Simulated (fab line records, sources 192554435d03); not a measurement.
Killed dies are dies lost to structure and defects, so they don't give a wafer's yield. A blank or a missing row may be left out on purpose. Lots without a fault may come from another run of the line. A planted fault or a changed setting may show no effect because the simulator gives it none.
Chamber matching | flow n5_finfet | N5_SPACER0_ALD_00 on ald_sin-03: 4 sister chambers
The step deposits SiOCN, target thk 3.5 nm, pulse time 3 s, purge time 2 s. 14 wafers are shown with their chamber, then 7 later ones without.

WAFERS WITH THEIR CHAMBER
wafer  | chamber | heater_power_w (W) | chamber_pressure_Torr (Torr) | precursor_pulse_height_rel
L074.3 | 3       | 883                | 2.001                        | 0.982
L074.4 | 1       | 872                | 2.002                        | 1.029
L074.5 | 2       | 1056               | 1.997                        | 0.990
L081.1 | 3       | 860                | 1.998                        | 1.022
L081.3 | 0       | 801                | 1.999                        | 0.999
L081.4 | 1       | 884                | 2.000                        | 0.977
L082.3 | 3       | 878                | 1.996                        | 1.006
L082.5 | 3       | 902                | 2.000                        | 0.990
L082.6 | 0       | 812                | 1.997                        | 0.953
L085.3 | 2       | 1069               | 2.001                        | 1.002
L085.4 | 3       | 862                | 2.001                        | 0.980
L085.6 | 3       | 882                | 1.998                        | 0.981
L088.3 | 0       | 802                | 1.997                        | 0.974
L088.5 | 3       | 900                | 1.997                        | 0.979

SIGNATURES (means of the wafers above)
reading                    | chamber 0 | chamber 1 | chamber 2 | chamber 3 | scatter within a chamber
heater_power_w             | 805.00    | 878.00    | 1062.50   | 881.00    | 13.6
chamber_pressure_Torr      | 1.99767   | 2.00100   | 1.99900   | 1.99871   | 0.0019
precursor_pulse_height_rel | 0.97533   | 1.00300   | 0.99600   | 0.99143   | 0.0203
Rule: a wafer's distance from a chamber is the root of the sum, over the readings, of the square of ((its reading less the chamber's mean) divided by the reading's scatter). The wafer belongs to the nearest chamber; if the next one is less than 2 further off, it can't be placed. The scatter: the root of (the sum of the squares of (reading less its chamber's mean) over the shown wafers, divided by (wafers less chambers)).

WAFERS WITHOUT THEIR CHAMBER
wafer  | heater_power_w (W) | chamber_pressure_Torr (Torr) | precursor_pulse_height_rel
L088.6 | 794                | 1.998                        | 0.980
L089.2 | 844                | 2.005                        | 1.015
L089.4 | 785                | 1.996                        | 0.997
L089.5 | 792                | 1.996                        | 1.004
L093.3 | 792                | 2.005                        | 1.013
L093.5 | 778                | 1.994                        | 1.044
L093.6 | 862                | 1.991                        | 0.994

WHICH CHAMBER EACH WENT THROUGH
wafer  | from the rows above          | in truth
L088.6 | 0                            | 0
L089.2 | can't be placed: 1 or 3 or 0 | 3
L089.4 | 0                            | 0
L089.5 | 0                            | 0
L093.3 | 0                            | 0
L093.5 | 0                            | 0
L093.6 | can't be placed: 3 or 1 or 0 | 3
Placed correctly: 5 of 7. Can't be placed from these rows: 2 (the true chamber is among the candidates in 2). Placed wrongly: 0.
